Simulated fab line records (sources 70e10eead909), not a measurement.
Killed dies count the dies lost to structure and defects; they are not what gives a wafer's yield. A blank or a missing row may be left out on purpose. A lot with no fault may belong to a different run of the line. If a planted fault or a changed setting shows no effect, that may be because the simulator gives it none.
Which tool did it? | flow nandHarc | 13 lots with 39 wafers sampled at 3 steps, on a route of 1159 steps

## WHAT THE GAUGES READ, wafer by wafer
No reading from a measuring or inspecting step in the record can be judged against a usual standard deviation.

## WHAT TOOL EACH LOT RAN ON (gives the tool, then ch and the chambers of the sampled wafers, and finally the start)
lot  | NHARC_A_STAIRCASE_CMP_450     | NHARC_A_SGD_CUT_ETCH_58           | NHARC_A_SGD_CUT_ETCH_59
L189 | cmp-03 ch 0,1,3, day 13 09:30 | rieDiel-01 ch 0,1,3, day 13 12:29 | rieDiel-01 ch 1,2, day 13 12:34
L191 | cmp-01 ch 0,2,3, day 14 01:34 | rieDiel-04 ch 0,1,3, day 14 04:27 | rieDiel-04 ch 0,1, day 14 04:32
L192 | cmp-02 ch 0,2, day 14 02:08   | rieDiel-04 ch 0,1, day 14 05:16   | rieDiel-04 ch 1,2,3, day 14 05:22
L195 | cmp-03 ch 1,2, day 14 06:19   | rieDiel-04 ch 1,2, day 14 09:23   | rieDiel-04 ch 0,1,3, day 14 09:32
L194 | cmp-01 ch 1,2,3, day 14 06:48 | rieDiel-01 ch 0,2, day 14 09:40   | rieDiel-01 ch 1,3, day 14 09:47
L193 | cmp-03 ch 1,2,3, day 14 18:26 | rieDiel-12 ch 0,2,3, day 14 21:22 | rieDiel-12 ch 0,1,3, day 14 21:28
L196 | cmp-03 ch 0,2,3, day 15 09:52 | rieDiel-12 ch 0,1,3, day 15 12:50 | rieDiel-12 ch 0,2,3, day 15 12:55
L198 | cmp-02 ch 0,2, day 16 03:50   | rieDiel-01 ch 0,1,2, day 16 06:56 | rieDiel-01 ch 1,2,3, day 16 07:02
L197 | cmp-03 ch 1,2, day 16 04:08   | rieDiel-12 ch 2,3, day 16 07:09   | rieDiel-12 ch 1,2,3, day 16 07:17
L199 | cmp-01 ch 1,2, day 16 08:33   | rieDiel-12 ch 0,2,3, day 16 11:25 | rieDiel-12 ch 0,1, day 16 11:29
L201 | cmp-03 ch 0,2,3, day 16 17:07 | rieDiel-04 ch 0,1,2, day 16 20:03 | rieDiel-04 ch 0,2,3, day 16 20:10
L200 | cmp-03 ch 2,3, day 16 17:25   | rieDiel-01 ch 0,1,3, day 16 20:21 | rieDiel-01 ch 1,3, day 16 20:29
L204 | cmp-03 ch 1,2, day 17 15:13   | rieDiel-04 ch 0,1, day 17 18:04   | rieDiel-04 ch 0,2,3, day 17 18:10
- NHARC_A_STAIRCASE_CMP_450: polishes SiO2, target thk 200 nm.
- NHARC_A_SGD_CUT_ETCH_58: etches the open film in CF4, target depth 39 nm, time 65 s.
- NHARC_A_SGD_CUT_ETCH_59: etches the open film in N2/H2, target depth 260 nm, time 406.25 s.

## WHAT THE TOOLS THEMSELVES READ (means of the sampled wafers that have a number; where no wafer has one, the mark that the record gives instead)
NHARC_A_STAIRCASE_CMP_450. Usual: motorCurrentA 12.1 A, standard deviation 1.4.
lot  | tool   | motorCurrentA (A) | flag
L189 | cmp-03 | 12.2              | 
L191 | cmp-01 | 12.2              | 
L192 | cmp-02 | 10.8              | 
L195 | cmp-03 | 11.3              | 
L194 | cmp-01 | 11.1              | 
L193 | cmp-03 | 12.1              | 
L196 | cmp-03 | 12.7              | 
L198 | cmp-02 | 10.5              | 
L197 | cmp-03 | 11.8              | 
L199 | cmp-01 | 11.8              | 
L201 | cmp-03 | 12.7              | 
L200 | cmp-03 | 12.7              | 
L204 | cmp-03 | 12.0              | 

NHARC_A_SGD_CUT_ETCH_58. Usual: drypumpMotorCurrentA 5.7 A, standard deviation 0.44; oesProductAu 1.003 a.u., standard deviation 0.0074; rfVppV 151.5 V, standard deviation 1; showerheadPlenumPTorr 1.79 Torr, standard deviation 0.053; throttleValvePct 13.283 %, standard deviation 0.009.
lot  | tool       | drypumpMotorCurrentA (A) | oesProductAu (a.u.) | rfVppV (V) | showerheadPlenumPTorr (Torr) | throttleValvePct (%) | flag
L189 | rieDiel-01 | 5.7                      | 0.995               | 151.2      | 1.78                         | 13.283               | 
L191 | rieDiel-04 | 5.8                      | 0.999               | 151.2      | 1.78                         | 13.287               | 
L192 | rieDiel-04 | 6.1                      | 0.994               | 152.3      | 1.78                         | 13.289               | 
L195 | rieDiel-04 | 5.7                      | 1.005               | 150.4      | 1.79                         | 13.285               | 
L194 | rieDiel-01 | 5.9                      | 0.997               | 151.3      | 1.83                         | 13.279               | 
L193 | rieDiel-12 | 5.5                      | 1.008               | 151.4      | 1.76                         | 13.288               | 
L196 | rieDiel-12 | 5.4                      | 1.006               | 152.3      | 1.81                         | 13.288               | 
L198 | rieDiel-01 | 5.9                      | 0.998               | 152.3      | 1.83                         | 13.272               | 
L197 | rieDiel-12 | 5.3                      | 1.007               | 151.2      | 1.74                         | 13.275               | 
L199 | rieDiel-12 | 5.5                      | 1.004               | 151.4      | 1.76                         | 13.277               | 
L201 | rieDiel-04 | 5.9                      | 1.012               | 151.3      | 1.79                         | 13.288               | 
L200 | rieDiel-01 | 5.7                      | 0.998               | 151.6      | 1.77                         | 13.278               | 
L204 | rieDiel-04 | 5.7                      | 1.003               | 150.9      | 1.79                         | 13.291               | 

NHARC_A_SGD_CUT_ETCH_59. Usual: drypumpMotorCurrentA 5.7 A, standard deviation 0.44; h2FlowSccm 150.0 sccm, standard deviation 0.43; oesProductAu 1.004 a.u., standard deviation 0.0065; rfVppV 431.1 V, standard deviation 2; showerheadPlenumPTorr 2.06 Torr, standard deviation 0.068; throttleValvePct 14.172 %, standard deviation 0.0091.
lot  | tool       | drypumpMotorCurrentA (A) | h2FlowSccm (sccm) | oesProductAu (a.u.) | rfVppV (V) | showerheadPlenumPTorr (Torr) | throttleValvePct (%) | flag
L189 | rieDiel-01 | 6.2                      | 149.5             | 0.996               | 435.0      | 2.19                         | 14.177               | 
L191 | rieDiel-04 | 5.8                      | 149.9             | 1.009               | 430.5      | 2.06                         | 14.178               | 
L192 | rieDiel-04 | 5.6                      | 149.9             | 1.007               | 430.5      | 2.06                         | 14.170               | 
L195 | rieDiel-04 | 5.8                      | 150.1             | 1.004               | 430.6      | 2.05                         | 14.160               | 
L194 | rieDiel-01 | 6.0                      | 150.5             | 0.998               | 432.1      | 2.10                         | 14.171               | 
L193 | rieDiel-12 | 5.4                      | 149.9             | 1.007               | 431.9      | 2.09                         | 14.179               | 
L196 | rieDiel-12 | 5.5                      | 150.0             | 1.003               | 430.2      | 2.03                         | 14.172               | 
L198 | rieDiel-01 | 6.0                      | 149.6             | 1.006               | 432.3      | 2.09                         | 14.170               | 
L197 | rieDiel-12 | 5.5                      | 149.9             | 1.000               | 429.8      | 2.04                         | 14.180               | 
L199 | rieDiel-12 | 5.7                      | 149.9             | 1.003               | 432.4      | 2.11                         | 14.181               | 
L201 | rieDiel-04 | 5.9                      | 150.0             | 1.012               | 430.4      | 2.05                         | 14.176               | 
L200 | rieDiel-01 | 5.8                      | 150.2             | 1.001               | 430.2      | 2.02                         | 14.176               | 
L204 | rieDiel-04 | 5.9                      | 149.8             | 0.949               | 431.0      | 2.05                         | 14.177               | OFF

## THE ANSWER, worked out from the rows above alone
Rule: take the mean of a lot's wafers that have a number; if it is more than 3 standard deviations from the usual mean, the lot is off. Also off: a lot with no number at a reading for which 4 or more lots have one. Where the step has rows for the other lots, those lots are counted as sound. The gauges are gone through in route order, then the tools' own readings, and for those a lot's mean is taken as printed above. The first step at which some lot is off is used, and at that step the reading that is off furthest; a lot without a number counts as furthest.
Off at NHARC_A_SGD_CUT_ETCH_59 (oesProductAu): L204.
If a tool, at that step or one of the process steps before it, ran each lot that is off and ran no sound lot following the first of them, it fits. Can't be told from this: 2 tools fit, cmp-03 at NHARC_A_STAIRCASE_CMP_450, rieDiel-04 at NHARC_A_SGD_CUT_ETCH_58 and NHARC_A_SGD_CUT_ETCH_59.

## WHAT WAS PUT IN BY THE SIMULATOR
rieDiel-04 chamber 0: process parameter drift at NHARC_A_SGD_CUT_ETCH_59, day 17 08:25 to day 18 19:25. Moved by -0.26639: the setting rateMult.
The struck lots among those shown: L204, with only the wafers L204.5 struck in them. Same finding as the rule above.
